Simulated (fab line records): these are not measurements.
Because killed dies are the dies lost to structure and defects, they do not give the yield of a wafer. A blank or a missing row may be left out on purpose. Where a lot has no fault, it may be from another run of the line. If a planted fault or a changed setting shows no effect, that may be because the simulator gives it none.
fab line records -- flow nand_harc
record lots=14, wafers=42, last_day=33
route steps=1302 shown P_ZERO_WELL@47 P_STI@83 P_GATE@131 END@1302
lots that met no fault: taken from a fault-free run of the same line
start_h: start of the lot's first displayed wafer, in hours after the record's first day -- wait_h: how many hours have passed since the lot's step before this one -- " same as the row above -- L1.1+2: several wafers, shown together as one row -- - no value, or no start was given -- * or withheld: withheld -- < > ~ a bound
route shown NAME@n: names a module that has steps shown in the file, with the first one's number in the route -- usual: average and standard deviation across the fault-free wafers -- same: alike in all rows -- chamber/n: place in a boat -- sites: readings site by site -- _std_site: standard deviation across them -- _edge_site: inner sites' mean taken away from outer sites' mean -- radius_mm: for every site, how far away it sits from the centre of the wafer -- mask NAME#n: copy n -- behind: the most recent tool/chamber to have shaped the wafer -- hold: cause of the lot's hold/its duration in hours/its outcome -- device: the transistor (n, p or np) that didn't switch -- end of line: the same wafers' tests at the end of the route -- a step given without rows: its recipe and nothing more -- killed: dies lost to structure and defects at the first sort, not the wafer's yield -- map: a wafer's dies, x killed, . not, _ none there
set.NAME: the setting that was run; set.NAME@STEP: the one run at that earlier step -- model.NAME: the simulator's own value behind a step, which no gauge read
steps of the route over a sample of lots; a table a step, a row a wafer
services: from which hour (start_h, from the record's first day; less than 0 if before it) a tool's chamber was out of use, for how many hours, and why
## steps
# step NHARC_P_ZERO_WELL_IMPLANT_40
# recipe energy_kev=300, dose_cm2=1e+13, tilt_deg=7
# usual dose_ions_cm2=1.0001e+13/1.2e+10, faraday_current_uA=127.1/2.4
lot.wafer,tool,chamber,start_h,wait_h,dose_ions_cm2,faraday_current_uA
L929.3,implanter-02,0,24.73,0.2,1.0013e+13,127.3
L929.4,implanter-02,0,24.73,0.2,1.0002e+13,129.3
L929.6,implanter-02,0,24.73,0.2,1.0003e+13,124.9
L930.3,implanter-02,0,34.75,0.2,9.987e+12,127.1
L930.4,implanter-02,0,34.75,0.2,9.988e+12,124.9
L930.5,implanter-02,0,34.75,0.2,9.978e+12,123.7
L932.1,implanter-02,0,54.45,0.1,9.985e+12,131.5
L932.2,implanter-02,0,54.45,0.1,1.0002e+13,128.3
L932.4,implanter-02,0,54.45,0.1,9.995e+12,127.2
L933.2,implanter-02,0,64.30,0.1,1.0005e+13,127.0
L933.4,implanter-02,0,64.30,0.1,1.0002e+13,126.3
L933.6,implanter-02,0,64.30,0.1,1.0002e+13,125.9
L934.1,implanter-01,0,74.40,0.1,1.0029e+13,127.7
L934.3,implanter-01,0,74.40,0.1,1.0001e+13,130.3
L934.5,implanter-01,0,74.40,0.1,1.0002e+13,131.4
L937.1,implanter-01,0,104.40,0.1,1.0015e+13,128.0
L937.4,implanter-01,0,104.40,0.1,1.0019e+13,129.7
L937.6,implanter-01,0,104.40,0.1,1.0007e+13,124.0
L939.1,implanter-01,0,124.45,0.1,9.993e+12,127.9
L939.5,implanter-01,0,124.45,0.1,1.0027e+13,125.2
L939.6,implanter-01,0,124.45,0.1,9.997e+12,124.9
L940.1,implanter-02,0,134.43,0.1,9.989e+12,129.5
L940.3,implanter-02,0,134.43,0.1,9.998e+12,127.6
L940.5,implanter-02,0,134.43,0.1,1.0011e+13,127.6
L941.3,implanter-01,0,144.63,0.2,1.0015e+13,127.7
L941.4,implanter-01,0,144.63,0.2,1.0001e+13,123.8
L941.6,implanter-01,0,144.63,0.2,1.0011e+13,127.1
L942.2,implanter-01,0,154.42,0.2,1.001e+13,122.3
L942.4,implanter-01,0,154.42,0.2,9.991e+12,133.4
L942.6,implanter-01,0,154.42,0.2,1.0005e+13,127.7
L945.1,implanter-02,0,184.62,0.1,1.0012e+13,123.5
L945.2,implanter-02,0,184.62,0.1,1.0016e+13,123.7
L945.6,implanter-02,0,184.62,0.1,9.995e+12,130.6
L948.4,implanter-01,0,214.64,0.2,9.995e+12,127.1
L948.5,implanter-01,0,214.64,0.2,1.0002e+13,123.5
L948.6,implanter-01,0,214.64,0.2,1.0002e+13,124.3
L949.1,implanter-02,0,224.54,0.1,5.229e+12,66.4
L949.3,implanter-02,0,224.54,0.1,5.216e+12,67.3
L949.4,implanter-02,0,224.54,0.1,5.225e+12,66.4
L950.1,implanter-02,0,234.92,0.1,5.216e+12,64.3
L950.2,implanter-02,0,234.92,0.1,5.207e+12,64.3
L950.6,implanter-02,0,234.92,0.1,5.216e+12,66.9
# step NHARC_P_STI_CD_MEAS_09
# recipe target_cd_nm=200, landing_energy_ev=500
# usual cd_nm=200.0/2.2
lot.wafer,tool,chamber,start_h,wait_h,cd_nm
L929.3,cd_sem-03,0,43.86,-,196.8
L929.4,cd_sem-03,0,43.86,-,197.8
L929.6,cd_sem-03,0,43.86,-,198.8
L930.3,cd_sem-03,0,55.25,-,201.8
L930.4,cd_sem-03,0,55.25,-,201.9
L930.5,cd_sem-03,0,55.25,-,201.2
L932.1,cd_sem-02,0,76.14,-,199.3
L932.2,cd_sem-02,0,76.14,-,197.7
L932.4,cd_sem-02,0,76.14,-,198.7
L933.2,cd_sem-01,0,86.40,-,202.3
L933.4,cd_sem-01,0,86.40,-,200.1
L933.6,cd_sem-01,0,86.40,-,200.3
L934.1,cd_sem-03,0,93.77,-,200.1
L934.3,cd_sem-03,0,93.77,-,200.9
L934.5,cd_sem-03,0,93.77,-,198.7
L937.1,cd_sem-03,0,122.08,-,202.4
L937.4,cd_sem-03,0,122.08,-,201.6
L937.6,cd_sem-03,0,122.08,-,201.7
L939.1,cd_sem-01,0,143.91,-,198.4
L939.5,cd_sem-01,0,143.91,-,200.1
L939.6,cd_sem-01,0,143.91,-,200.1
L940.1,cd_sem-03,0,155.43,-,199.4
L940.3,cd_sem-03,0,155.43,-,201.3
L940.5,cd_sem-03,0,155.43,-,198.0
L941.3,cd_sem-03,0,163.48,-,201.2
L941.4,cd_sem-03,0,163.48,-,197.3
L941.6,cd_sem-03,0,163.48,-,202.4
L942.2,cd_sem-02,0,172.67,-,198.4
L942.4,cd_sem-02,0,172.67,-,195.3
L942.6,cd_sem-02,0,172.67,-,197.3
L945.1,cd_sem-01,0,203.78,-,201.9
L945.2,cd_sem-01,0,203.78,-,202.7
L945.6,cd_sem-01,0,203.78,-,199.8
L948.4,cd_sem-03,0,238.83,-,204.6
L948.5,cd_sem-03,0,238.83,-,205.6
L948.6,cd_sem-03,0,238.83,-,203.8
L949.1,cd_sem-02,0,243.02,-,198.9
L949.3,cd_sem-02,0,243.02,-,198.0
L949.4,cd_sem-02,0,243.02,-,198.3
L950.1,cd_sem-01,0,252.94,-,200.1
L950.2,cd_sem-01,0,252.94,-,197.7
L950.6,cd_sem-01,0,252.94,-,199.8
# step NHARC_P_STI_INSPECT_11
# usual raw_defect_count=5.5/2.8
lot.wafer,tool,chamber,start_h,wait_h,raw_defect_count
L929.3,defect_inspect-02,-,43.98,0.0,5
L929.4,defect_inspect-02,-,43.98,0.0,7
L929.6,defect_inspect-02,-,43.98,0.0,7
L930.3,defect_inspect-01,-,55.37,0.0,4
L930.4,defect_inspect-01,-,55.37,0.0,6
L930.5,defect_inspect-01,-,55.37,0.0,5
L932.1,defect_inspect-01,-,76.27,0.0,5
L932.2,defect_inspect-01,-,76.27,0.0,4
L932.4,defect_inspect-01,-,76.27,0.0,4
L933.2,defect_inspect-02,-,86.52,0.0,11
L933.4,defect_inspect-02,-,86.52,0.0,6
L933.6,defect_inspect-02,-,86.52,0.0,13
L934.1,defect_inspect-01,-,93.89,0.0,7
L934.3,defect_inspect-01,-,93.89,0.0,3
L934.5,defect_inspect-01,-,93.89,0.0,3
L937.1,defect_inspect-02,-,122.21,0.0,7
L937.4,defect_inspect-02,-,122.21,0.0,3
L937.6,defect_inspect-02,-,122.21,0.0,4
L939.1,defect_inspect-02,-,144.04,0.0,10
L939.5,defect_inspect-02,-,144.04,0.0,7
L939.6,defect_inspect-02,-,144.04,0.0,2
L940.1,defect_inspect-01,-,155.56,0.0,9
L940.3,defect_inspect-01,-,155.56,0.0,4
L940.5,defect_inspect-01,-,155.56,0.0,3
L941.3,defect_inspect-02,-,163.60,0.0,3
L941.4,defect_inspect-02,-,163.60,0.0,5
L941.6,defect_inspect-02,-,163.60,0.0,5
L942.2,defect_inspect-02,-,172.79,0.0,6
L942.4,defect_inspect-02,-,172.79,0.0,5
L942.6,defect_inspect-02,-,172.79,0.0,6
L945.1,defect_inspect-01,-,203.91,0.0,8
L945.2,defect_inspect-01,-,203.91,0.0,3
L945.6,defect_inspect-01,-,203.91,0.0,6
L948.4,defect_inspect-02,-,238.94,0.0,2
L948.5,defect_inspect-02,-,238.94,0.0,7
L948.6,defect_inspect-02,-,238.94,0.0,2
L949.1,defect_inspect-02,-,243.15,0.0,3
L949.3,defect_inspect-02,-,243.15,0.0,5
L949.4,defect_inspect-02,-,243.15,0.0,4
L950.1,defect_inspect-02,-,253.07,0.0,12
L950.2,defect_inspect-02,-,253.07,0.0,10
L950.6,defect_inspect-02,-,253.07,0.0,8
# step NHARC_P_GATE_HM_DEP_102
# recipe target_thk_a=1200, temp_c=400, material=aC
# usual throttle_valve_pct=35.001/0.0086
lot.wafer,tool,chamber,start_h,wait_h,throttle_valve_pct
L929.3,acl_dep-01,0,93.17,1.3,35.000
L929.4,acl_dep-01,0,93.17,1.3,34.992
L929.6,acl_dep-01,0,93.17,1.3,35.002
L930.3,acl_dep-01,0,110.87,2.8,35.002
L930.4,acl_dep-01,0,110.87,2.8,34.996
L930.5,acl_dep-01,0,110.87,2.8,35.011
L932.1,acl_dep-02,0,130.91,5.6,35.006
L932.2,acl_dep-02,0,130.91,5.6,34.996
L932.4,acl_dep-02,0,130.91,5.6,35.007
L933.2,acl_dep-03,0,138.09,0.5,34.998
L933.4,acl_dep-03,0,138.09,0.5,35.006
L933.6,acl_dep-03,0,138.09,0.5,34.995
L934.1,acl_dep-02,0,142.20,0.4,34.986
L934.3,acl_dep-02,0,142.20,0.4,35.009
L934.5,acl_dep-02,0,142.20,0.4,35.002
L937.1,acl_dep-01,0,176.21,3.0,35.001
L937.4,acl_dep-01,0,176.21,3.0,34.993
L937.6,acl_dep-01,0,176.21,3.0,34.988
L939.1,acl_dep-03,0,190.99,0.4,35.007
L939.5,acl_dep-03,0,190.99,0.4,35.000
L939.6,acl_dep-03,0,190.99,0.4,34.997
L940.1,acl_dep-03,0,203.44,0.4,34.999
L940.3,acl_dep-03,0,203.44,0.4,34.991
L940.5,acl_dep-03,0,203.44,0.4,35.005
L941.3,acl_dep-03,0,211.98,1.3,35.009
L941.4,acl_dep-03,0,211.98,1.3,34.992
L941.6,acl_dep-03,0,211.98,1.3,35.012
L942.2,acl_dep-01,0,223.59,2.4,34.990
L942.4,acl_dep-01,0,223.59,2.4,35.004
L942.6,acl_dep-01,0,223.59,2.4,35.002
L945.1,acl_dep-01,0,254.97,1.1,35.023
L945.2,acl_dep-01,0,254.97,1.1,35.010
L945.6,acl_dep-01,0,254.97,1.1,35.011
L948.4,acl_dep-03,0,290.90,0.9,35.012
L948.5,acl_dep-03,0,290.90,0.9,35.008
L948.6,acl_dep-03,0,290.90,0.9,34.996
L949.1,acl_dep-03,0,291.22,1.2,35.008
L949.3,acl_dep-03,0,291.22,1.2,35.005
L949.4,acl_dep-03,0,291.22,1.2,34.998
L950.1,acl_dep-01,0,309.22,3.6,35.003
L950.2,acl_dep-01,0,309.22,3.6,35.009
L950.6,acl_dep-01,0,309.22,3.6,34.987
# step NHARC_END_SORT_01
# recipe temp_c=25
# usual killed_at_array=60/21, killed_at_other=1.0/1.2, killed_at_periphery=4.2/2.8, killed_dies=65/20, killed_open=3.1/1.8, killed_short=2.6/1.6
# same gross_dies=677
lot.wafer,tool,chamber,start_h,wait_h,killed_at_array,killed_at_other,killed_at_periphery,killed_dies,killed_open,killed_short
L939.1,prober-02,0,648.58,2.5,46,1,4,51,1,2
L939.5,prober-02,0,651.81,3.7,62,1,2,65,3,5
L939.6,prober-02,0,652.62,4.0,62,2,2,66,5,2
L950.1,prober-01,0,778.83,2.5,15,1,4,20,2,2
L950.2,prober-01,0,779.63,2.8,22,2,9,33,4,3
L950.6,prober-01,0,782.82,4.0,19,3,9,31,5,2
# killed by level:class
L939.1 A_SLIT:chamber_film_flake=27 A_CHANNEL_HOLE_D2:chamber_film_flake=6 A_CHANNEL_HOLE_D1:chamber_film_flake=5 A_CONTACT:chamber_film_flake=4 A_CHANNEL_FILL_D2:chamber_film_flake=2 P_M0:geometric_particle:short=1 A_SOURCE_PLATE:geometric_particle:short=1 A_CHANNEL_FILL_D1:geometric_particle:open=1
L939.5 A_CHANNEL_HOLE_D2:chamber_film_flake=19 A_SLIT:chamber_film_flake=14 A_CHANNEL_HOLE_D1:chamber_film_flake=7 A_STAIRCASE:chamber_film_flake=7 A_CHANNEL_FILL_D2:chamber_film_flake=5 A_CONTACT:chamber_film_flake=3 A_WL_FILL:geometric_particle:short=2 P_GATE:geometric_particle:short=1
L939.6 A_SLIT:chamber_film_flake=37 A_CHANNEL_HOLE_D2:chamber_film_flake=7 A_CONTACT:chamber_film_flake=5 A_STAIRCASE:chamber_film_flake=3 P_M0:geometric_particle:open=2 A_DECK1_JOINT:chamber_film_flake=2 A_CHANNEL_FILL_D2:chamber_film_flake=2 THIN_TSV:chamber_film_flake=2
L950.1 A_SLIT:chamber_film_flake=5 A_CONTACT:chamber_film_flake=3 P_ZERO_WELL:chamber_film_flake=2 P_CONTACT:geometric_particle:short=1 A_DECK1_JOINT:geometric_particle:open=1 A_CHANNEL_FILL_D1:geometric_particle:open=1 A_ONON_D2:geometric_particle:short=1 P_GATE:chamber_film_flake=1
L950.2 A_SLIT:chamber_film_flake=7 A_CONTACT:chamber_film_flake=5 P_ZERO_WELL:chamber_film_flake=3 P_M0:chamber_film_flake=3 A_SGD_CUT:geometric_particle:open=2 THIN_TSV:chamber_film_flake=2 P_GATE:geometric_particle:open=1 P_M2:geometric_particle:short=1
L950.6 A_SLIT:chamber_film_flake=7 P_M0:chamber_film_flake=6 A_CONTACT:chamber_film_flake=4 THIN_TSV:chamber_film_flake=3 A_M0:geometric_particle:open=2 P_CONTACT:geometric_particle:open=1 P_M0:geometric_particle:open=1 A_CHANNEL_FILL_D1:geometric_particle:open=1
## services
tool,chamber,start_h,hours,kind
acl_dep-01,-,7.14,13.0,pm
implanter-01,-,29.94,6.4,repair
implanter-01,-,50.23,6.8,repair
acl_dep-02,-,67.37,13.0,pm
acl_dep-03,-,118.68,13.0,pm
implanter-02,-,146.00,13.0,pm
acl_dep-03,-,149.43,0.3,repair
acl_dep-01,-,190.51,13.0,pm
acl_dep-02,-,250.18,13.0,pm
implanter-01,-,275.69,2.3,repair
acl_dep-03,-,299.68,13.0,pm
## key
first_sign step=NHARC_P_ZERO_WELL_IMPLANT_40, reading=dose_ions_cm2, direction=down, sigmas=99+, usual=1.0001e+13, struck=5.218e+12
effect step=NHARC_P_ZERO_WELL_IMPLANT_40, reading=faraday_current_uA, direction=down, sigmas=25, usual=127.1, struck=65.9
met_at NHARC_P_ZERO_WELL_IMPLANT_40
struck_lots L949,L950
tester_left_out L949,L950
not_acting_at NHARC_P_STI_CD_MEAS_09,NHARC_P_STI_INSPECT_11,NHARC_P_GATE_HM_DEP_102
onset_between 184.62 224.54
fault kind=process_parameter_drift, tool=implanter-02, chamber=-, onset_h=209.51, steps=NHARC_P_ZERO_WELL_IMPLANT_40, channel=dose_cm2, offset=-4.7855e+12, shape=step, end_h=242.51, acts_in=these_recipes_only, stated=1e+13
# tester_left_out: of these lots the tester's yield and bins aren't shown, on N5 and GAA mostly nor the transistor test; their killed dies are dies lost to structure and defects alone, not to doping, threshold or leakage, so they don't give the yield
